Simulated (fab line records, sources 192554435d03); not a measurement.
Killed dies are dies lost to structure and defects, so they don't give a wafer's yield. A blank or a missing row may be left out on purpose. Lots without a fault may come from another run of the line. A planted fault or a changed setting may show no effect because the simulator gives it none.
fab line records | flow n5_finfet
record lots=12 wafers=33 last_day=18
route steps=1938 shown BEOL_M5@1174 TV_LITHO@1886 TV_OPEN@1890 PASSIVATION@1925
lots that met no fault: from a run of the same line without faults
start_h: hours from the record's first day to the start of the lot's first wafer shown | wait_h: hours since the lot's step before | " the same as in the row above | L1.1+2: a row that stands for several wafers | - no value, or no start given | * or withheld: withheld | < > ~ a bound
route shown NAME@n: a module of which the file shows steps, and the number in the route of the first | usual: mean/standard deviation of fault-free wafers | same: alike in all rows | chamber/n: place in a boat | sites: the reading at each site | _std_site: their standard deviation | _edge_site: outer sites' mean less inner sites' | radius_mm: how far each site lies from the wafer's centre | mask NAME#n: copy n | behind: the tool/chamber that last shaped the wafer | hold: why the lot was held/for how many hours/how that ended | device: the transistor (n, p or np) that didn't switch | end of line: the same wafers' tests at the end of the route | a step without rows: its recipe alone | killed: dies lost to structure and defects at the first sort, not the wafer's yield | map: a wafer's dies, x killed, . not, _ none there
set.NAME: the setting as run; set.NAME@STEP: as run at that earlier step | model.NAME: the simulator's own value behind a step, which no gauge read
steps of the route over a sample of lots; a table a step, a row a wafer
services: from which hour (start_h, from the record's first day; less than 0 if before it) a tool's chamber was out of use, for how many hours, and why
## steps
# step N5_BEOL_M5_CVD_47
# recipe material=Co target_thk_a=30 temp_c=withheld precursor=CCTBA/H2 pressure_torr=30 time_s=216
# columns lot.wafer tool chamber start_h wait_h
L149.1+4+6 cvd_co-01 2,2,1 177.93 0.0
L151.2+4+5 cvd_co-02 0,0,1 186.86 0.2
L152.2+5+6 cvd_co-02 2,2,0 207.36 0.1
L153.2+4+6 cvd_co-01 0,2,1 210.19 0.1
L157.1+3+4 cvd_co-02 1,0,0 239.04 0.0
L160.1+2+4 cvd_co-01 0,2,0 244.41 0.1
L158.3+4+6 cvd_co-02 1,0,1 246.96 0.0
L159.4+6 cvd_co-02 1,0 247.73 0.1
L161.1+3 cvd_co-01 1,0 253.07 0.2
L163.1+2+3 cvd_co-02 1,2,0 267.54 0.0
L164.1+2+3 cvd_co-02 0,1,2 269.70 0.1
L171.1+4 cvd_co-01 0,1 329.83 0.0
# step N5_PASSIVATION_DESCUM_12
# recipe chemistry=O2 time_s=7.9 source_power_w=50 bias_power_w=20 pressure_mtorr=20 rf_frequency_hz=2.712e+07 temp_c=40 o2_flow_sccm=225
# usual drypump_motor_current_A=5.6/0.31 oes_product_au=0.80/0.083 rf_vpp_V=243.3/1.1 showerhead_plenum_p_Torr=2.11/0.043 throttle_valve_pct=20.38/0.22
# columns lot.wafer tool chamber start_h wait_h drypump_motor_current_A oes_product_au rf_hours_counter_h rf_vpp_V showerhead_plenum_p_Torr throttle_valve_pct
L149.1 rie_diel-05 1 270.53 0.0 5.3 0.78 113 241.8 2.11 20.26
L149.4 " 2 " " 5.5 0.81 79 244.5 2.11 20.36
L149.6 " 1 " " 5.3 0.78 - 244.5 2.11 20.26
L151.2 rie_diel-05 0 274.16 0.0 6.0 0.74 193 244.7 2.17 20.33
L151.4 " 3 " " 5.5 0.67 242 243.4 2.06 20.72
L151.5 " 2 " " 5.6 0.81 - 243.1 2.10 20.33
L153.2 rie_diel-05 3 300.00 0.2 5.5 0.66 250 243.8 2.06 20.74
L153.4 " 0 " " 6.0 0.73 200 243.7 2.17 20.35
L153.6 " 2 " " 5.5 0.79 - 243.0 2.10 20.34
L152.2 rie_diel-06 3 300.73 0.0 5.3 0.80 114 241.6 2.02 20.44
L152.5 " 3 " " 5.3 0.79 - 242.5 2.02 20.46
L152.6 " 0 " " 5.8 0.70 - 244.5 2.13 20.34
L157.1 rie_diel-05 0 324.61 0.4 6.0 0.73 211 244.1 2.16 20.36
L157.3 " 2 " " 5.6 0.80 97 243.3 2.10 20.36
L157.4 " 1 " " 5.3 0.77 132 244.1 2.10 20.29
L160.1 rie_diel-01 0 333.21 0.5 6.1 0.80 68 243.4 2.14 20.61
L160.2 " 1 " " 6.0 0.89 28 243.2 2.16 20.68
L160.4 " 1 " " 6.0 0.90 - 245.8 2.16 20.65
L159.4 rie_diel-05 3 333.94 0.0 5.6 0.93 7 241.6 2.06 20.35
L159.6 " 0 " " 6.0 0.72 - 244.3 2.16 20.36
L158.3 rie_diel-01 1 337.80 0.6 6.0 0.89 31 243.8 2.16 20.66
L158.4 " 0 " " 6.1 0.80 - 243.4 2.14 20.61
L158.6 " 2 " " 5.3 0.91 - 242.7 2.06 20.27
L161.1 rie_diel-01 0 344.11 0.1 6.1 0.78 75 243.0 2.14 20.62
L161.3 " 1 " " 5.9 0.88 34 244.5 2.16 20.66
L163.1 rie_diel-01 0 355.98 0.0 6.1 0.78 80 243.0 2.14 20.63
L163.2 " 2 " " 5.3 0.89 32 242.3 2.06 20.28
L163.3 " 1 " " 6.0 0.86 40 243.0 2.16 20.69
L164.1 rie_diel-06 1 361.47 0.4 5.3 0.87 46 242.7 2.13 20.09
L164.2 " 3 " " 5.3 0.78 126 243.7 2.01 20.46
L164.3 " 2 " " 5.6 0.68 241 243.0 2.07 20.64
L171.1 rie_diel-01 0 427.41 0.1 6.1 0.77 103 243.0 2.13 20.66
L171.4 " 2 " " 5.2 0.86 52 242.7 2.05 20.28
# step N5_PASSIVATION_ETCH_15
# recipe chemistry=CF4/N2 target=SiCN target_depth_a=750 taper_deg=2 time_s=81.2 ion_energy_ev=150 mask_material=SiNx pressure_mtorr=40 source_w=430 bias_w=70 Ar_flow_sccm=100 cf4_flow_sccm=60 n2_flow_sccm=60
# usual drypump_motor_current_A=5.6/0.31 mfc_ar_sccm=100.02/0.27 oes_product_au=0.81/0.083 rf_vpp_V=382.6/1.5 showerhead_plenum_p_Torr=2.22/0.046 throttle_valve_pct=15.38/0.19
# columns lot.wafer tool chamber start_h wait_h drypump_motor_current_A mfc_ar_sccm oes_product_au rf_hours_counter_h rf_vpp_V showerhead_plenum_p_Torr throttle_valve_pct
L149.1 rie_diel-05 1 - - 5.3 100.18 0.80 113 382.3 2.21 15.23
L149.4 " 2 " " 5.6 100.00 0.82 79 382.0 2.24 15.44
L149.6 " 1 " " 5.3 99.81 0.81 - 383.1 2.21 15.23
L151.2 rie_diel-05 0 - - 6.0 99.94 0.73 193 382.8 2.30 15.43
L151.4 " 3 " " 5.5 100.13 0.67 242 381.0 2.17 15.76
L151.5 " 2 " " 5.6 100.31 0.81 - 382.6 2.24 15.44
L153.2 rie_diel-05 3 - - 5.5 99.89 0.67 250 382.0 2.17 15.76
L153.4 " 0 " " 6.0 100.10 0.73 200 383.8 2.29 15.45
L153.6 " 2 " " 5.6 100.06 0.81 - 383.4 2.23 15.46
L152.2 rie_diel-06 3 - - 5.4 100.15 0.80 114 379.6 2.14 15.48
L152.5 " 3 " " 5.3 99.87 0.80 - 380.9 2.14 15.47
L152.6 " 0 " " 5.8 100.20 0.70 - 383.6 2.27 15.58
L157.1 rie_diel-05 0 - - 6.0 99.98 0.71 211 383.2 2.29 15.46
L157.3 " 2 " " 5.6 100.48 0.80 97 383.7 2.23 15.47
L157.4 " 1 " " 5.2 100.68 0.78 132 381.5 2.20 15.27
L160.1 rie_diel-01 0 - - 6.1 99.77 0.80 68 382.9 2.23 15.44
L160.2 " 1 " " 6.0 99.97 0.90 28 384.4 2.25 15.44
L160.4 " 1 " " 6.0 99.96 0.90 - 384.2 2.25 15.44
L159.4 rie_diel-05 3 - - 5.6 100.26 0.94 7 380.6 2.16 15.28
L159.6 " 0 " " 6.0 100.49 0.72 - 383.8 2.29 15.45
L158.3 rie_diel-01 1 - - 5.9 100.14 0.91 31 384.8 2.25 15.45
L158.4 " 0 " " 6.0 99.77 0.80 - 383.7 2.23 15.43
L158.6 " 2 " " 5.3 99.76 0.92 - 379.8 2.17 15.11
L161.1 rie_diel-01 0 - - 6.1 99.91 0.80 75 383.9 2.23 15.45
L161.3 " 1 " " 6.0 99.88 0.90 35 383.1 2.24 15.46
L163.1 rie_diel-01 0 - - 6.1 99.86 0.79 80 383.1 2.23 15.44
L163.2 " 2 " " 5.3 99.81 0.90 32 380.5 2.16 15.11
L163.3 " 1 " " 6.0 100.45 0.88 40 382.8 2.24 15.46
L164.1 rie_diel-06 1 - - 5.3 99.50 0.85 46 382.8 2.25 15.16
L164.2 " 3 " " 5.3 100.27 0.78 126 380.4 2.14 15.49
L164.3 " 2 " " 5.6 99.71 0.67 241 382.0 2.18 15.75
L171.1 rie_diel-01 0 - - 6.1 100.16 0.76 103 384.2 2.22 15.49
L171.4 " 2 " " 5.3 100.38 0.86 52 381.1 2.16 15.18
# step N5_PASSIVATION_CD_MEAS_44
# recipe target_cd_nm=40000 landing_energy_ev=500 detector=se_inlens
# usual cd_nm=39997/4
# columns lot.wafer tool chamber start_h wait_h cd_nm
L149.1 cd_sem-03 0 275.67 - 40008
L149.4 " 0 " " 39995
L149.6 " 0 " " 40005
L151.2 cd_sem-03 0 277.49 - 39986
L151.4 " 0 " " 39994
L151.5 " 0 " " 39990
L152.2 cd_sem-03 0 304.19 - 40002
L152.5 " 0 " " 40004
L152.6 " 0 " " 39996
L153.2 cd_sem-03 0 304.40 - 39997
L153.4 " 0 " " 39996
L153.6 " 0 " " 39992
L157.1 cd_sem-03 0 328.14 - 40004
L157.3 " 0 " " 40003
L157.4 " 0 " " 39993
L160.1 cd_sem-02 0 336.68 - 39993
L160.2 " 0 " " 39997
L160.4 " 0 " " 39997
L159.4 cd_sem-02 0 337.28 - 39993
L159.6 " 0 " " 39990
L158.3 cd_sem-03 0 341.49 - 39999
L158.4 " 0 " " 40000
L158.6 " 0 " " 40001
L161.1 cd_sem-01 0 347.36 - 39989
L161.3 " 0 " " 39994
L163.1 cd_sem-01 0 359.55 - 39998
L163.2 " 0 " " 39993
L163.3 " 0 " " 39990
L164.1 cd_sem-02 0 365.25 - 39998
L164.2 " 0 " " 39993
L164.3 " 0 " " 40002
L171.1 cd_sem-02 0 431.03 - 39993
L171.4 " 0 " " 39996
# step N5_PASSIVATION_PROBE_49
# usual defect_limited_yield=91.7/1.7 killed_at_M0_to_M3=34/10 killed_at_M4_up=13/5.1 killed_at_contacts=12/6.2 killed_at_front_end=36/12 killed_at_other=3.2/2.6 killed_dies=98/20 killed_open=65/13 killed_short=32/8.4 sort_bin_5_function=4.8/1.1 sort_bin_6_memory=3.2/0.74 sort_n_pass=1082/20 sort_yield_pct=91.7/1.7
# same gross_dies=1180 killed_at_back_side=0 sort_bin_4_leakage[%]=0 sort_bin_8_speed[%]=0
# columns lot.wafer tool chamber start_h wait_h defect_limited_yield[%] killed_at_M0_to_M3 killed_at_M4_up killed_at_contacts killed_at_front_end killed_at_other killed_dies killed_open killed_short sort_bin_5_function[%] sort_bin_6_memory[%] sort_n_pass sort_yield_pct[%]
L149.1 prober-02 - 278.84 0.0 92.8 41 16 3 24 1 85 50 35 4.4 2.5 1095 92.8
L149.4 prober-02 - 278.99 0.2 92.8 26 12 12 32 3 85 52 32 4.3 2.6 1095 92.8
L149.6 prober-02 - 279.09 0.3 90.1 43 10 18 41 5 117 79 38 6.4 3.4 1063 90.1
L152.2 prober-02 - 307.41 0.1 89.7 48 17 10 43 3 121 81 39 5.8 4.2 1059 89.7
L152.5 prober-02 - 307.56 0.2 89.6 40 14 33 36 0 123 81 42 5.7 4.4 1057 89.6
L152.6 prober-02 - 307.61 0.3 91.9 26 6 15 45 4 96 61 35 4.0 3.8 1084 91.9
L157.1 prober-02 - 331.27 0.0 88.7 35 13 10 73 2 133 81 51 6.9 3.9 1047 88.7
L157.3 prober-02 - 331.37 0.1 87.1 73 13 4 56 6 152 87 64 6.9 5.3 1028 87.1
L157.4 prober-02 - 331.42 0.2 88.9 38 23 12 54 4 131 78 53 6.9 4.0 1049 88.9
L160.2 prober-01 - 339.87 0.1 92.5 32 11 6 37 3 89 59 30 4.8 2.6 1091 92.5
L160.4 prober-01 - 339.97 0.2 94.6 14 17 4 21 8 64 45 19 3.5 1.9 1116 94.6
L159.4 prober-01 - 340.57 0.2 94.0 16 12 15 25 3 71 47 24 3.4 2.2 1109 94.0
L159.6 prober-01 - 340.67 0.3 93.2 31 7 13 29 0 80 54 26 3.6 3.1 1100 93.2
L163.1 prober-01 - 362.68 0.0 81.6 27 140 10 35 5 217 53 28 11.7 3.6 963 81.6
L163.2 prober-01 - 362.73 0.1 88.5 47 57 8 22 2 136 61 22 7.0 3.3 1044 88.5
L163.3 prober-01 - 362.78 0.1 82.2 27 146 8 23 6 210 52 27 11.0 4.2 970 82.2
L164.1 prober-02 - 368.40 0.0 82.0 36 131 7 38 0 212 63 30 11.2 4.1 968 82.0
L164.2 prober-02 - 368.45 0.1 80.7 38 146 7 37 0 228 59 36 12.0 4.8 952 80.7
L164.3 prober-02 - 368.50 0.1 84.8 61 57 17 40 4 179 88 43 9.9 3.9 1001 84.8
L171.1 prober-01 - 434.16 0.0 92.5 28 10 25 23 2 88 66 22 4.2 2.9 1092 92.5
L171.4 prober-01 - 434.31 0.2 93.2 24 19 12 22 3 80 57 23 4.1 2.7 1100 93.2
# killed by level:class
L149.1 BEOL_M0_SAQP:geometric_particle:short=14 BEOL_M0_SAQP:geometric_particle:open=13 BEOL_M4:geometric_particle:open=8 GATE_CUT:geometric_particle:short=5 FIN_SAQP:geometric_particle:short=3 STI_FIN_REVEAL:geometric_particle:open=3 BEOL_M2:geometric_particle:open=3 BEOL_M7:geometric_particle:open=3
L149.4 BEOL_M2:geometric_particle:open=10 MOL_CONTACT_COAG:geometric_particle:open=8 BEOL_M0_SAQP:geometric_particle:open=6 FIN_SAQP:geometric_particle:open=5 STI_FIN_REVEAL:geometric_particle:open=5 BEOL_M0_SAQP:geometric_particle:short=5 FIN_SAQP:geometric_particle:short=3 STARTING-WAFER:geometric_particle:short=3
L149.6 MOL_CONTACT_COAG:geometric_particle:open=16 BEOL_M0_SAQP:geometric_particle:short=15 BEOL_M2:geometric_particle:open=10 DUMMY_GATE:geometric_particle:open=8 BEOL_M0_SAQP:geometric_particle:open=7 FIN_SAQP:geometric_particle:open=6 FIN_SAQP:geometric_particle:short=6 STI_FIN_REVEAL:geometric_particle:open=6
L152.2 STI_FIN_REVEAL:geometric_particle:open=20 BEOL_M0_SAQP:geometric_particle:short=14 MOL_CONTACT_COAG:geometric_particle:open=9 BEOL_M1:geometric_particle:short=9 BEOL_M0_SAQP:geometric_particle:open=7 BEOL_M3:geometric_particle:open=7 BEOL_M4:geometric_particle:open=6 DUMMY_GATE:geometric_particle:open=5
L152.5 MOL_CONTACT_COAG:geometric_particle:open=24 BEOL_M0_SAQP:geometric_particle:open=15 BEOL_M3:geometric_particle:open=10 MOL_CONTACT_COAG:geometric_particle:short=9 BEOL_M0_SAQP:geometric_particle:short=9 FIN_SAQP:geometric_particle:open=8 STI_FIN_REVEAL:geometric_particle:open=8 FIN_SAQP:geometric_particle:short=7
L152.6 MOL_CONTACT_COAG:geometric_particle:open=12 STI_FIN_REVEAL:geometric_particle:open=11 FIN_SAQP:geometric_particle:short=6 DUMMY_GATE:geometric_particle:open=5 BEOL_M0_SAQP:geometric_particle:open=5 BEOL_M2:geometric_particle:open=5 FIN_SAQP:geometric_particle:open=4 STI_FIN_REVEAL:geometric_particle:short=4
L157.1 FIN_SAQP:geometric_particle:short=23 FIN_SAQP:geometric_particle:open=11 STI_FIN_REVEAL:geometric_particle:open=11 BEOL_M0_SAQP:geometric_particle:open=9 DUMMY_GATE:geometric_particle:open=8 MOL_CONTACT_COAG:geometric_particle:open=8 BEOL_M0_SAQP:geometric_particle:short=8 BEOL_M0:geometric_particle:open=8
L157.3 BEOL_M0_SAQP:geometric_particle:short=21 BEOL_M0_SAQP:geometric_particle:open=18 FIN_SAQP:geometric_particle:open=16 BEOL_M1:geometric_particle:open=16 BEOL_M1:geometric_particle:short=9 STI_FIN_REVEAL:geometric_particle:open=8 DUMMY_GATE:geometric_particle:open=8 BEOL_M4:geometric_particle:short=8
L157.4 FIN_SAQP:geometric_particle:short=17 BEOL_M0_SAQP:geometric_particle:short=14 FIN_SAQP:geometric_particle:open=13 BEOL_M0_SAQP:geometric_particle:open=12 DUMMY_GATE:geometric_particle:open=9 MOL_CONTACT_COAG:geometric_particle:open=9 BEOL_M4:geometric_particle:open=9 BEOL_M4:geometric_particle:short=6
L160.2 FIN_SAQP:geometric_particle:short=8 STI_FIN_REVEAL:geometric_particle:open=7 BEOL_M3:geometric_particle:open=7 GATE_CUT:geometric_particle:short=5 MOL_CONTACT_COAG:geometric_particle:open=5 BEOL_M0_SAQP:geometric_particle:short=5 BEOL_M0_SAQP:geometric_particle:open=5 BEOL_M1:geometric_particle:open=5
L160.4 BEOL_M4:geometric_particle:open=11 STI_FIN_REVEAL:geometric_particle:open=7 BEOL_M3:geometric_particle:open=7 FIN_SAQP:geometric_particle:short=3 MOL_CONTACT_COAG:geometric_particle:open=3 BEOL_M0_SAQP:geometric_particle:open=3 PAD_METAL:geometric_particle:open=3 DUMMY_GATE:geometric_particle:open=2
L159.4 MOL_CONTACT_COAG:geometric_particle:open=12 BEOL_M4:geometric_particle:open=8 GATE_CUT:geometric_particle:short=6 FIN_SAQP:geometric_particle:open=5 BEOL_M0_SAQP:geometric_particle:open=5 FIN_SAQP:geometric_particle:short=4 GATE_CUT:geometric_particle:open=3 MOL_CONTACT_COAG:geometric_particle:short=3
L159.6 MOL_CONTACT_COAG:geometric_particle:open=10 BEOL_M2:geometric_particle:open=9 FIN_SAQP:geometric_particle:open=7 GATE_CUT:geometric_particle:short=5 BEOL_M3:geometric_particle:short=5 FIN_SAQP:geometric_particle:short=4 BEOL_M0_SAQP:geometric_particle:open=4 BEOL_M1:geometric_particle:open=4
L163.1 BEOL_M5:unspecified=134 MOL_CONTACT_COAG:geometric_particle:open=9 DUMMY_GATE:geometric_particle:open=7 FIN_SAQP:geometric_particle:open=5 FIN_SAQP:geometric_particle:short=5 BEOL_M0_SAQP:geometric_particle:short=5 BEOL_M1:geometric_particle:open=5 BEOL_M2:geometric_particle:open=5
L163.2 BEOL_M5:unspecified=53 BEOL_M0_SAQP:geometric_particle:open=18 BEOL_M0_SAQP:geometric_particle:short=9 BEOL_M3:geometric_particle:open=8 MOL_CONTACT_COAG:geometric_particle:open=6 BEOL_M2:geometric_particle:open=6 DUMMY_GATE:geometric_particle:open=5 FIN_SAQP:geometric_particle:open=4
L163.3 BEOL_M5:unspecified=131 BEOL_M0_SAQP:geometric_particle:open=11 BEOL_M0_SAQP:geometric_particle:short=11 MOL_CONTACT_COAG:geometric_particle:open=7 BEOL_M4:geometric_particle:open=7 STI_FIN_REVEAL:geometric_particle:open=4 BEOL_M8:geometric_particle:open=4 FIN_SAQP:geometric_particle:short=3
L164.1 BEOL_M5:unspecified=118 BEOL_M0_SAQP:geometric_particle:open=16 FIN_SAQP:geometric_particle:open=10 BEOL_M3:geometric_particle:open=8 MOL_CONTACT_COAG:geometric_particle:open=7 BEOL_M4:geometric_particle:open=6 STI_FIN_REVEAL:geometric_particle:open=5 DUMMY_GATE:geometric_particle:short=5
L164.2 BEOL_M5:unspecified=131 STI_FIN_REVEAL:geometric_particle:open=16 BEOL_M0_SAQP:geometric_particle:short=11 BEOL_M4:geometric_particle:open=11 FIN_SAQP:geometric_particle:short=9 BEOL_M0_SAQP:geometric_particle:open=7 BEOL_M1:geometric_particle:open=6 MOL_CONTACT_COAG:geometric_particle:open=5
L164.3 BEOL_M5:unspecified=48 BEOL_M0_SAQP:geometric_particle:open=17 BEOL_M0_SAQP:geometric_particle:short=15 BEOL_M3:geometric_particle:open=14 STI_FIN_REVEAL:geometric_particle:open=13 MOL_CONTACT_COAG:geometric_particle:open=13 FIN_SAQP:geometric_particle:open=7 FIN_SAQP:geometric_particle:short=6
L171.1 MOL_CONTACT_COAG:geometric_particle:open=20 BEOL_M0_SAQP:geometric_particle:open=11 BEOL_M4:geometric_particle:open=7 BEOL_M0_SAQP:geometric_particle:short=6 BEOL_M1:geometric_particle:open=6 MOL_CONTACT_COAG:geometric_particle:short=5 STARTING-WAFER:geometric_particle:open=4 FIN_SAQP:geometric_particle:open=3
L171.4 FIN_SAQP:geometric_particle:open=10 MOL_CONTACT_COAG:geometric_particle:open=10 BEOL_M0_SAQP:geometric_particle:short=8 BEOL_M1:geometric_particle:open=6 BEOL_M4:geometric_particle:open=6 BEOL_M5:geometric_particle:open=6 BEOL_M0_SAQP:geometric_particle:open=3 BEOL_M2:geometric_particle:open=3
## services
# columns tool chamber start_h hours kind
rie_diel-01 3 157.99 1.5 repair
cvd_co-01 - 174.11 0.4 repair
rie_diel-06 1 177.25 22.2 repair
rie_diel-06 2 194.15 4.6 repair
cvd_co-02 0 201.54 3.7 repair
rie_diel-01 1 239.29 - clean
rie_diel-01 1 239.29 - consumable_replace:focus_ring
rie_diel-01 1 239.29 17.8 scheduled_down
rie_diel-01 1 239.29 17.8 vent_cycle
rie_diel-01 2 257.19 - clean
rie_diel-01 2 257.19 - consumable_replace:focus_ring
rie_diel-01 2 257.19 19.0 scheduled_down
rie_diel-06 0 274.36 3.1 repair
rie_diel-06 3 294.02 4.3 repair
rie_diel-05 3 300.48 - clean
rie_diel-05 3 300.48 - consumable_replace:focus_ring
rie_diel-05 3 300.48 12.2 scheduled_down
rie_diel-05 3 300.48 12.2 vent_cycle
cvd_co-01 0 307.10 6.0 repair
rie_diel-06 - 331.77 14.6 pm
cvd_co-02 - 378.80 1.0 repair
cvd_co-01 - 402.62 14.6 pm
rie_diel-05 1 406.43 4.8 repair
rie_diel-06 - 424.84 1.4 repair
## key
first_sign step=N5_PASSIVATION_PROBE_49 reading=killed_at_M4_up direction=up sigmas=19 usual=13 struck=113
effect step=N5_PASSIVATION_PROBE_49 reading=killed_dies direction=up sigmas=5 usual=98 struck=197
more_kills_born_at N5_BEOL_M5_CVD_47@cvd_co-02=615
met_at N5_BEOL_M5_CVD_47
struck_lots L163,L164
not_acting_at N5_PASSIVATION_DESCUM_12,N5_PASSIVATION_ETCH_15,N5_PASSIVATION_CD_MEAS_44
onset_between 247.73 267.54
fault kind=chamber_particle_source tool=cvd_co-02 chamber=- onset_h=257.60 steps=N5_BEOL_M5_CVD_47 rate_per_visit_cm2=1.0213 end_h=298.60
